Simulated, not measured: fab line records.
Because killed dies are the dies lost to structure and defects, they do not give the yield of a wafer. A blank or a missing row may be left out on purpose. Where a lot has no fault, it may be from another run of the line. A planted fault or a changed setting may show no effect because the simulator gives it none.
Lot-split experiment :: flow n5Finfet :: 7 lots, 21 wafers read, on a route of 1938 steps

== THE SPLIT ==
At N5_BEOL_M5_ETCH_41 (etches SiCN in CH3F/O2, target depth 31.5 nm, time 56.7 s), the setting sourceW was moved away from the recipe's 395 W on 7 of the 21 wafers read, by -12.2% to +14.2%. The other wafers ran this setting at the recipe's value.

The reading is taken at the split's own step.

== THE READING ==
rfVppV, in V, at N5_BEOL_M5_ETCH_41 (etches SiCN in CH3F/O2, target depth 31.5 nm, time 56.7 s). A value of 297.6 V with a standard deviation of 1.3 V is what fault-free wafers of this fab line usually give.

wafer: L082.2
tool, chamber at the split: rieDiel-01, 0
sourceW as run, W: 374.2
against the recipe: -5.3%
rfVppV, V: 302.0
against lot-mates on the recipe: +2.0

wafer: L082.3
tool, chamber at the split: rieDiel-01, 1
sourceW as run, W: 395
against the recipe: recipe
rfVppV, V: 300.0
against lot-mates on the recipe: -

wafer: L082.5
tool, chamber at the split: rieDiel-01, 3
sourceW as run, W: 374.2
against the recipe: -5.3%
rfVppV, V: 302.0
against lot-mates on the recipe: +2.0

wafer: L083.4
tool, chamber at the split: rieDiel-02, 0
sourceW as run, W: 395
against the recipe: recipe
rfVppV, V: 297.6
against lot-mates on the recipe: -

wafer: L083.5
tool, chamber at the split: rieDiel-02, 1
sourceW as run, W: 395
against the recipe: recipe
rfVppV, V: 297.1
against lot-mates on the recipe: -

wafer: L083.6
tool, chamber at the split: rieDiel-02, 2
sourceW as run, W: 451
against the recipe: +14.2%
rfVppV, V: 284.8
against lot-mates on the recipe: -12.6

wafer: L084.2
tool, chamber at the split: rieDiel-01, 0
sourceW as run, W: 395
against the recipe: recipe
rfVppV, V: 299.4
against lot-mates on the recipe: -

wafer: L084.4
tool, chamber at the split: rieDiel-01, 1
sourceW as run, W: 451
against the recipe: +14.2%
rfVppV, V: 286.9
against lot-mates on the recipe: -10.6

wafer: L084.5
tool, chamber at the split: rieDiel-01, 3
sourceW as run, W: 395
against the recipe: recipe
rfVppV, V: 295.5
against lot-mates on the recipe: -

wafer: L085.2
tool, chamber at the split: rieDiel-01, 1
sourceW as run, W: 395
against the recipe: recipe
rfVppV, V: 296.2
against lot-mates on the recipe: -

wafer: L085.3
tool, chamber at the split: rieDiel-01, 3
sourceW as run, W: 395
against the recipe: recipe
rfVppV, V: 297.1
against lot-mates on the recipe: -

wafer: L085.5
tool, chamber at the split: rieDiel-01, 1
sourceW as run, W: 395
against the recipe: recipe
rfVppV, V: 299.6
against lot-mates on the recipe: -

wafer: L088.1
tool, chamber at the split: rieDiel-01, 2
sourceW as run, W: 395
against the recipe: recipe
rfVppV, V: 297.0
against lot-mates on the recipe: -

wafer: L088.2
tool, chamber at the split: rieDiel-01, 3
sourceW as run, W: 395
against the recipe: recipe
rfVppV, V: 296.6
against lot-mates on the recipe: -

wafer: L088.5
tool, chamber at the split: rieDiel-01, 1
sourceW as run, W: 395
against the recipe: recipe
rfVppV, V: 299.2
against lot-mates on the recipe: -

wafer: L093.1
tool, chamber at the split: rieDiel-06, 0
sourceW as run, W: 395
against the recipe: recipe
rfVppV, V: 298.6
against lot-mates on the recipe: -

wafer: L093.3
tool, chamber at the split: rieDiel-06, 1
sourceW as run, W: 359.1
against the recipe: -9.1%
rfVppV, V: 308.8
against lot-mates on the recipe: +10.4

wafer: L093.4
tool, chamber at the split: rieDiel-06, 2
sourceW as run, W: 395
against the recipe: recipe
rfVppV, V: 298.1
against lot-mates on the recipe: -

wafer: L096.1
tool, chamber at the split: rieDiel-02, 0
sourceW as run, W: 395
against the recipe: recipe
rfVppV, V: 296.8
against lot-mates on the recipe: -

wafer: L096.3
tool, chamber at the split: rieDiel-02, 2
sourceW as run, W: 346.9
against the recipe: -12.2%
rfVppV, V: 310.6
against lot-mates on the recipe: +13.8

wafer: L096.4
tool, chamber at the split: rieDiel-02, 3
sourceW as run, W: 346.9
against the recipe: -12.2%
rfVppV, V: 309.1
against lot-mates on the recipe: +12.3

FIT RESULTS
A straight line over all 21 wafers: rfVppV changes by -0.924 V for each +1% of sourceW; r = -0.97; the points scatter about the line by 1.4 V.
The same after taking each lot's own level away (the mean of its wafers on the recipe; 21 wafers): -0.907 V for each +1%; r = -0.96; scatter 1.7 V.
On that fit, the largest move of sourceW shifts the reading by 13 V.
Across the lots, their own levels run from 296.80 to 300.00 V, a range of 2.5 times the standard deviation given above.
Consequently the slope shifts little with the lot-to-lot level, the two slopes agreeing.
Check: with one of the wafers moved furthest among these (+14.2%) left out of the fit, the line predicts -12.8 V for it against its lot-mates. Against them it came out at -12.6 V.
Tool readings at the split's step, against how far the setting was moved: rfVppV r = -0.97.

== FILE'S OWN FIT ==
rfVppV changes by -0.895 V for each +1% of sourceW, r = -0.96.
